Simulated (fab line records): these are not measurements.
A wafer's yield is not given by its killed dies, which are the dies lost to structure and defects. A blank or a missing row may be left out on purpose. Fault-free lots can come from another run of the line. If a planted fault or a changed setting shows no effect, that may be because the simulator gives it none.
Chamber matching | flow n5Finfet | N5_GATE_CUT_PECVD_57 on pecvd-03 has 3 sister chambers
The step deposits SiNx from SiH4/NH3/N2, target thk 21 nm. 6 wafers are shown with their chamber, then 12 later ones without.

== WAFERS, EACH WITH ITS CHAMBER ==
wafer  | chamber | throttleValvePct (%) | showerheadPlenumPTorr (Torr)
L090.3 | 2       | 38.8                 | 5.10
L090.5 | 1       | 37.2                 | 5.19
L090.6 | 0       | 45.1                 | 5.12
L091.1 | 1       | 37.2                 | 5.19
L091.2 | 0       | 45.0                 | 5.12
L091.3 | 2       | 38.6                 | 5.11

== WAFERS MISSING THEIR CHAMBER ==
wafer  | throttleValvePct (%) | showerheadPlenumPTorr (Torr)
L091.4 | 44.9                 | 5.11
L091.5 | 38.3                 | 5.12
L091.6 | 37.1                 | 5.19
L093.1 | 44.8                 | 5.12
L093.2 | 37.3                 | 5.21
L093.3 | 38.8                 | 5.10
L093.4 | 44.8                 | 5.12
L093.5 | 38.6                 | 5.10
L093.6 | 37.3                 | 5.19
L094.1 | 45.2                 | 5.12
L094.2 | 37.2                 | 5.20
L094.6 | 44.7                 | 5.11

== WHICH CHAMBER EACH WENT THROUGH ==
wafer  | from the rows above | in truth
L091.4 | 0                   | 0
L091.5 | 2                   | 2
L091.6 | 1                   | 1
L093.1 | 0                   | 0
L093.2 | 1                   | 1
L093.3 | 2                   | 2
L093.4 | 0                   | 0
L093.5 | 2                   | 2
L093.6 | 1                   | 1
L094.1 | 0                   | 0
L094.2 | 1                   | 1
L094.6 | 0                   | 0
Placed correctly: 12 of 12. Not placeable from these rows: 0. Number placed wrongly: 0.
How it was worked out, from the rows above alone: a wafer's distance from a chamber is the root of the sum, over the readings, of the square of ((its reading less the chamber's mean) divided by the reading's scatter). If the next closest chamber is less than 2 further off than the closest, the wafer can't be placed; otherwise it belongs to the closest. A chamber's mean is the mean of its shown wafers. The scatter: the root of (the sum of the squares of (reading less its chamber's mean) over the shown wafers, divided by (wafers less chambers)).
